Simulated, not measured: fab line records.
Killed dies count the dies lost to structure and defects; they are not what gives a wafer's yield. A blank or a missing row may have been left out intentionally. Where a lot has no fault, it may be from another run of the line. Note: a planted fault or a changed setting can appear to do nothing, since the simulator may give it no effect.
3 desks looking at one fault ; flow n5 finfet ; numbers are kept per desk, each desk with only its own; the story behind them comes last

== THE METROLOGY DESK ==
What the gauges read, lot by lot, whatever tool the lot ran on: means of the sampled wafers that have a number. If a lot's mean is further than 4 standard deviations from the usual mean, the lot is out of limits and carries the mark OUT (the distance appears in the brackets).
Columns: A = cd nm at N5_PMOS_HMC_CHANNEL_EPI_CD_MEAS_09, usual 237.6 nm; B = PMOS_HMC_BLK_OVL at N5_PMOS_HMC_CHANNEL_EPI_OVL_MEAS_10, usual -0.3 nm
lot;first seen here;A;B
L951;day 2 11:41;238.2;-0.1
L952;day 2 17:11;237.6;-1.1
L960;day 4 17:43;238.0;-1.1
L962;day 5 05:06;237.5;-0.6
L963;day 5 11:29;238.4;0.3
L971;day 7 12:32;238.4;-0.5
This desk's verdict: no lot among the 6 shows anything out of limits.

== AT THE TOOL OWNER'S DESK: pecvd-03 ==
The tool's own readings at N5_PMOS_HMC_CHANNEL_EPI_HM_DEP_34 (deposits SiO2 from TEOS/O2, target thk 36 nm, time 6.9 s): means of the sampled wafers that have a number, for each lot that ran on this tool. If a lot's mean is further than 4 standard deviations from the usual mean, the lot is out of limits and carries the mark OUT (the distance appears in the brackets).
Columns: A = heater power w at N5_PMOS_HMC_CHANNEL_EPI_HM_DEP_34, usual 533 W; B = rf fwd power W at N5_PMOS_HMC_CHANNEL_EPI_HM_DEP_34, usual 887 W; C = showerhead plenum p Torr at N5_PMOS_HMC_CHANNEL_EPI_HM_DEP_34, usual 8.35 Torr; D = throttle valve pct at N5_PMOS_HMC_CHANNEL_EPI_HM_DEP_34, usual 19.1 %
lot;first seen here;A;B;C;D
L952;day 2 16:47;566;887;8.35;20.6
L960;day 4 17:26;575;883;8.35;20.8
L963;day 5 11:12;544;889;8.36;19.9
This desk's verdict: no lot among the 3 shows anything out of limits.

== THE DEFECT DESK ==
Lot by lot, what the route's inspections counted, given as the mean of those sampled wafers with a number. If a lot's mean is further than 4 standard deviations from the usual mean, the lot is out of limits and carries the mark OUT (the distance appears in the brackets).
Columns: A = raw defect count at N5_WELL_APT_INSPECT_27, usual 1.9; B = raw defect count at N5_WELL_APT_INSPECT_38, usual 12; C = raw defect count at N5_PMOS_HMC_CHANNEL_EPI_INSPECT_11, usual 1.9
lot;first seen here;A;B;C
L951;day 2 09:01;1.0;7;2.7
L952;day 2 14:58;2.7;16;2.0
L960;day 4 14:58;2.0;11;1.0
L962;day 5 02:55;2.7;11;2.3
L963;day 5 09:24;1.7;14;1.7
L971;day 7 09:43;2.0;9;2.3
This desk's verdict: no lot among the 6 shows anything out of limits.

== PUT TOGETHER ==
From the metrology desk's view, nothing was out of limits.
The desk of the tool owner found nothing out of limits.
No out-of-limits result turned up at the defect desk.

== WHAT THE SIMULATOR HAD INSERTED ==
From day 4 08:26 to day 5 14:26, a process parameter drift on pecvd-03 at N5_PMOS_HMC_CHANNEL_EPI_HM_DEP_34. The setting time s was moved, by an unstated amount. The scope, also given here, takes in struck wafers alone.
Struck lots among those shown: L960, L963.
